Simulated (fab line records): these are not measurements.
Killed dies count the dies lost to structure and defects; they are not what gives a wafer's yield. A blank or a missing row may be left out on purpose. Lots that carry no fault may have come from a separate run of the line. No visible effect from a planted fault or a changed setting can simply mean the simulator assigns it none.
Chamber matching / flow nand_harc / 4 sister chambers for NHARC_P_M0_ETCH_34 on rie_diel-02
The step etches the open film in N2/H2, target depth 40 nm, overetch 12 nm, time 43.94 s. 14 wafers are shown with their chamber, then 7 later ones without.

## WAFERS WITH THEIR CHAMBER
wafer=L753.1; chamber=1; showerhead_plenum_p_Torr (Torr)=2.07; rf_vpp_V (V)=431.5; oes_product_au (a.u.)=0.991
wafer=L753.3; chamber=3; showerhead_plenum_p_Torr (Torr)=2.14; rf_vpp_V (V)=431.7; oes_product_au (a.u.)=0.997
wafer=L753.4; chamber=0; showerhead_plenum_p_Torr (Torr)=2.14; rf_vpp_V (V)=433.7; oes_product_au (a.u.)=0.993
wafer=L755.3; chamber=2; showerhead_plenum_p_Torr (Torr)=2.08; rf_vpp_V (V)=431.5; oes_product_au (a.u.)=0.991
wafer=L755.5; chamber=0; showerhead_plenum_p_Torr (Torr)=2.14; rf_vpp_V (V)=434.2; oes_product_au (a.u.)=0.993
wafer=L755.6; chamber=3; showerhead_plenum_p_Torr (Torr)=2.14; rf_vpp_V (V)=434.2; oes_product_au (a.u.)=1.013
wafer=L760.3; chamber=2; showerhead_plenum_p_Torr (Torr)=2.07; rf_vpp_V (V)=431.7; oes_product_au (a.u.)=0.987
wafer=L760.5; chamber=0; showerhead_plenum_p_Torr (Torr)=2.13; rf_vpp_V (V)=434.0; oes_product_au (a.u.)=0.995
wafer=L760.6; chamber=3; showerhead_plenum_p_Torr (Torr)=2.13; rf_vpp_V (V)=434.7; oes_product_au (a.u.)=1.020
wafer=L766.3; chamber=0; showerhead_plenum_p_Torr (Torr)=2.12; rf_vpp_V (V)=433.8; oes_product_au (a.u.)=1.002
wafer=L766.4; chamber=3; showerhead_plenum_p_Torr (Torr)=2.13; rf_vpp_V (V)=432.6; oes_product_au (a.u.)=1.012
wafer=L766.6; chamber=2; showerhead_plenum_p_Torr (Torr)=2.07; rf_vpp_V (V)=430.8; oes_product_au (a.u.)=0.990
wafer=L767.3; chamber=2; showerhead_plenum_p_Torr (Torr)=2.07; rf_vpp_V (V)=431.5; oes_product_au (a.u.)=0.997
wafer=L767.4; chamber=3; showerhead_plenum_p_Torr (Torr)=2.13; rf_vpp_V (V)=432.9; oes_product_au (a.u.)=1.005

SIGNATURES (averages over the wafers above)
reading=showerhead_plenum_p_Torr; chamber 0=2.1325; chamber 1=2.0700; chamber 2=2.0725; chamber 3=2.1340; scatter within a chamber=0.00686
reading=rf_vpp_V; chamber 0=433.925; chamber 1=431.500; chamber 2=431.375; chamber 3=433.220; scatter within a chamber=0.81
reading=oes_product_au; chamber 0=0.99575; chamber 1=0.99100; chamber 2=0.99125; chamber 3=1.00940; scatter within a chamber=0.00642
Rule: distance of a wafer from a chamber = root of the sum over the readings of ((wafer's reading minus chamber's mean) / reading's scatter) squared. The wafer belongs to the nearest chamber; if the next one is less than 2 further off, it can't be placed. The scatter: the root of (the sum of the squares of (reading less its chamber's mean) over the shown wafers, divided by (wafers less chambers)).

## WAFERS MISSING THEIR CHAMBER
wafer=L767.5; showerhead_plenum_p_Torr (Torr)=2.07; rf_vpp_V (V)=430.1; oes_product_au (a.u.)=0.993
wafer=L768.2; showerhead_plenum_p_Torr (Torr)=2.12; rf_vpp_V (V)=432.7; oes_product_au (a.u.)=1.001
wafer=L768.3; showerhead_plenum_p_Torr (Torr)=2.06; rf_vpp_V (V)=430.7; oes_product_au (a.u.)=0.993
wafer=L768.6; showerhead_plenum_p_Torr (Torr)=2.05; rf_vpp_V (V)=431.7; oes_product_au (a.u.)=1.006
wafer=L773.2; showerhead_plenum_p_Torr (Torr)=2.06; rf_vpp_V (V)=431.9; oes_product_au (a.u.)=0.989
wafer=L773.4; showerhead_plenum_p_Torr (Torr)=2.11; rf_vpp_V (V)=432.6; oes_product_au (a.u.)=1.003
wafer=L773.5; showerhead_plenum_p_Torr (Torr)=2.06; rf_vpp_V (V)=431.1; oes_product_au (a.u.)=0.991

## THE CHAMBER EACH PASSED THROUGH
wafer=L767.5; from the rows above=can't be placed: 2 or 1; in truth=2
wafer=L768.2; from the rows above=can't be placed: 0 or 3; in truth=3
wafer=L768.3; from the rows above=can't be placed: 1 or 2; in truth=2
wafer=L768.6; from the rows above=can't be placed: 1 or 2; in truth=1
wafer=L773.2; from the rows above=can't be placed: 1 or 2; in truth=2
wafer=L773.4; from the rows above=can't be placed: 3 or 0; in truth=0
wafer=L773.5; from the rows above=can't be placed: 1 or 2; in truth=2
0 of 7 placed correctly. These rows do not allow placing 7 (true chamber among the candidates in 7). Placed wrongly: 0.
